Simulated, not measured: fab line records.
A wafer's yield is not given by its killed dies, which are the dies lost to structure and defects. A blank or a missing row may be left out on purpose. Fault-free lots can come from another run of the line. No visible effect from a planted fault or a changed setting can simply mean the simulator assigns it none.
Comparing a struck lot with a sound one / flow nandHarc / 16 out of 1302 route steps
Sound: these wafers, L734.1, L734.3, L734.6. Struck: wafer L726.1. (L726.4 of the same lot was not struck and is left out.) The cause comes at the end.
Order at every step that has rows: each side's tool, ch and its chambers, its first start. Under that, the readings that differ: sound wafers / struck wafers / difference of the means / sigmas: that difference in standard deviations of wafers without a fault.
alike: same words and numbers on both sides, and readings whose means sit less than 2 such deviations apart. not compared: any withheld reading, any reading some wafer has no value for, any bound like >300 that may hide the same value, and any number with overlapping values for which the record gives no deviation.
Wherever a step has rows on one side only, a row that says differs or no value, or a row with sigmas, the two part there. Non-overlapping numbers with no deviation appear without sigmas and do not part them. Lack of a reading on every wafer of one side parts them only where that side has two or more wafers.

NHARC_A_M1_ETCH_35: etches the open film in N2/H2, target depth 40 nm, overetch 12 nm, time 43.94 s.
  sound on rieDiel-07 ch 1,2, day 31 19:14; struck on rieDiel-05 ch 2, day 28 14:56
  alike: drypumpMotorCurrentA, oesProductAu, rfFwdPowerW, rfVppV, showerheadPlenumPTorr, throttleValvePct
  not compared: rfHoursCounterH
then, 1 step without rows for these wafers: NHARC_A_M1_ETCH_15 (etches the open film in C4F8/Ar, target depth 182.5 nm, time 91.2 s).
NHARC_A_M1_CD_MEAS_16:
  struck on cdSem-02, day 28 15:08; sound on cdSem-02, day 31 19:27
  alike: cdNm
then, 1 step without rows for these wafers: NHARC_A_M1_STRIP_18 (strips in N2/H2).
NHARC_A_M1_ETCH_28: etches the open film in CF4/N2, target depth 30 nm, time 72.99 s.
  sound: rieDiel-07 ch 0,1,3; struck: rieDiel-01 ch 0
  alike: drypumpMotorCurrentA, oesProductAu, rfFwdPowerW, rfVppV, showerheadPlenumPTorr, throttleValvePct
  not compared: rfHoursCounterH
then, 2 steps without rows for these wafers: NHARC_A_M1_STRIP_19 (strips in post etch residue remover, time 600 s); NHARC_A_M1_DEGAS_29 (time 60 s).
NHARC_A_M1_PRE_CLEAN_30: time 30 s.
  sound on pvdSputter-02; struck on pvdSputter-01
reading=heaterPowerW (W); sound=386 363 442; struck=501; difference=+104; sigmas=+3
NHARC_A_M1_PVD_20: deposits TaN, target thk 5 nm, time 8.06 s.
  sound on pvdSputter-02; struck on pvdSputter-01
  alike: biasV, throttleValvePct
then, 2 steps without rows for these wafers: NHARC_A_M1_PVD_21 (deposits Cu, target thk 30 nm, time 20.49 s); NHARC_A_M1_ECD_22 (material Cu, target thk 400 nm).
NHARC_A_M1_ANNEAL_31: time 90 s.
  sound on rtpAnneal-01 ch 0, day 31 20:54; struck on rtpAnneal-01 ch 0, day 28 16:36
  alike: annealTempCMax, wafer_temp_C_max
NHARC_A_M1_CMP_23: polishes, t overpolish 20 s, target thk 154.34 nm.
  sound on cmp-04 ch 0,1,2, day 31 21:15; struck on cmp-02 ch 0, day 28 16:59
reading=timeToEndpointS (s); sound=29.8 26.2 27.3; struck=15.1; difference=-12.7; sigmas=-5
  alike: motorCurrentA, retainingRingPressureFrac
NHARC_A_M1_THK_MEAS_24: measures by xrf.
  struck on filmMetro-01, day 28 17:16; sound on filmMetro-02, day 31 21:34
reading=thkNm (nm); sound=153.0 152.3 151.6; struck=146.6; difference=-5.7; sigmas=-4
after that, 1 step had no rows for these wafers: NHARC_A_M1_SRD_25.
NHARC_END_SORT_01:
  sound on prober-02 ch 0, day 33 04:31; struck on prober-02 ch 0, day 30 04:38
reading=killedAtPeriphery; sound=4 5 3; struck=10; difference=+6; sigmas=+3
  alike: defectLimitedYield, killedAtArray, killedAtOther, killedDies, killedOpen, killedShort

## WHERE THEY PART
First at NHARC_A_M1_PRE_CLEAN_30; last, within this record, at NHARC_END_SORT_01.

WHY: the cause the simulator had injected
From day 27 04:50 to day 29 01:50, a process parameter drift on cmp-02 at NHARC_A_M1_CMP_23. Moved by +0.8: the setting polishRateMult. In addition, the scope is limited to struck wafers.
